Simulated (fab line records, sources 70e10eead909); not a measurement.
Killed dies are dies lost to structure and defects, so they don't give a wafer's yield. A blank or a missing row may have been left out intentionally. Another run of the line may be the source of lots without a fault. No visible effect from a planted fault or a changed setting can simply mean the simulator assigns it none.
A struck lot beside a sound one ; flow nand_harc ; 15 out of 1159 route steps
Sound: wafers L209.2, L209.5, L209.6. Wafers struck: L215.3, L215.5, L215.6. The cause is given at the end.
Order at every step that has rows: each side's tool, ch and its chambers, its first start. Under that, the readings that differ: sound wafers ; struck wafers ; difference of the means ; sigmas: that difference in standard deviations of wafers without a fault.
alike: readings whose means differ by less than 2 such deviations, and words and numbers that are the same on both sides. not compared: withheld readings, readings that some wafer has no value for, bounds like >300 that may hide the same value, and numbers for which the record gives no deviation and whose values overlap.
The two part at a step that has a row with sigmas, a row that says differs or no value, or rows on one side only. When numbers do not overlap yet have no deviation, they are printed without sigmas and do not part them. A reading missing from all wafers of one side parts the sides only when that side holds two or more wafers.

first, 3 steps without rows for these wafers: NHARC_A_CONTACT_EXPOSE_39 (exposes mask A CC 3); NHARC_A_CONTACT_PEB_40 (peb time 65 s); NHARC_A_CONTACT_DEVELOP_41 (develop time 35 s).
NHARC_A_CONTACT_CD_MEAS_42 targets a cd of 200 nm.
  sound on cd_sem-01 ch 0, day 17 10:59; struck on cd_sem-03 ch 0, day 19 07:31
  alike: cd_nm
NHARC_A_CONTACT_OVL_MEAS_43:
  struck on overlay-01, day 19 07:36; sound on overlay-02, day 17 11:05
  alike: overlay_x_nm, overlay_y_nm
NHARC_A_CONTACT_INSPECT_44:
  struck on defect_inspect-01, day 19 07:38; sound on defect_inspect-02, day 17 11:07
  alike: raw_defect_count
NHARC_A_CONTACT_DESCUM_47: chemistry O2, time 3 s.
  sound on rie_diel-09 ch 1,2,3, day 17 11:11; struck on rie_diel-03 ch 1,2,3, day 19 07:53
  alike: drypump_motor_current_A, oes_product_au, rf_vpp_V, showerhead_plenum_p_Torr, throttle_valve_pct
  not compared: rf_hours_counter_h
NHARC_A_CONTACT_ETCH_48: etches the open film in CF4, target depth 39 nm, time 65 s.
  sound on rie_diel-09 ch 0,1,2, day 17 11:16; struck on rie_diel-03 ch 2,3, day 19 08:29
  alike: bias_w, cf4_flow_sccm, drypump_motor_current_A, oes_product_au, rf_vpp_V, showerhead_plenum_p_Torr, throttle_valve_pct
  not compared: rf_hours_counter_h
NHARC_A_CONTACT_ETCH_49: etches the open film in N2/H2, target depth 260 nm, time 475.3 s.
  sound: rie_diel-09 ch 0,1,3; struck: rie_diel-03 ch 0,1,3
  alike: bias_w, chamber_pressure_mTorr, drypump_motor_current_A, oes_product_au, rf_vpp_V, showerhead_plenum_p_Torr, throttle_valve_pct
  not compared: rf_hours_counter_h
then, 2 steps without rows for these wafers: NHARC_A_CONTACT_ETCH_50 (etches the open film in CF4/CHF3, target depth 84.7 nm, time 42.4 s); NHARC_A_CONTACT_ETCH_51 (etches the open film in O2/COS, target depth 3600 nm, time 936 s).
NHARC_A_CONTACT_ETCH_111: etches the open film in C4F8/O2/Ar, time 140 s, target depth 700 nm.
  sound on har_cap_etch-02 ch 0,1, day 17 12:30; struck on har_cap_etch-01 ch 0,1, day 19 10:44
  alike: chamber_pressure_mTorr, oes_air_line_au
  not compared: rf_hours_counter_h
NHARC_A_CONTACT_ETCH_112: etches the open film in C4F8/O2/Ar, time 94 s, target depth 922 nm.
  sound on har_cap_etch-02 ch 0,1, day 17 12:43; struck on har_cap_etch-01 ch 0,1, day 19 10:53
  no value came back on the struck wafers for chamber_pressure_mTorr (mTorr), oes_air_line_au (a.u.); on the sound wafers chamber_pressure_mTorr (mTorr) reads 19.984 19.987 19.988
  not compared: rf_hours_counter_h
NHARC_A_CONTACT_ETCH_113: etches the open film in C4F8/O2/Ar, time 94 s, target depth 922 nm.
  sound on har_cap_etch-02 ch 0,1, day 17 12:48; struck on har_cap_etch-01 ch 0,1, day 19 10:58
  alike: chamber_pressure_mTorr, oes_air_line_au
  not compared: rf_hours_counter_h
-- break in the record here, with 3 days between the starts of the struck wafers on either side (left off in module A_CONTACT, picked up again in module END, where the first step shown is number 1159 on the route) --
NHARC_END_SORT_01:
  only the struck wafers appear in the record here, on prober-02 ch 0 at day 22 18:17; the sound ones have no rows

WHERE THEY PART
Last at NHARC_END_SORT_01 as far as this record goes, first at NHARC_A_CONTACT_ETCH_112.

WHY: what had been put in by the simulator
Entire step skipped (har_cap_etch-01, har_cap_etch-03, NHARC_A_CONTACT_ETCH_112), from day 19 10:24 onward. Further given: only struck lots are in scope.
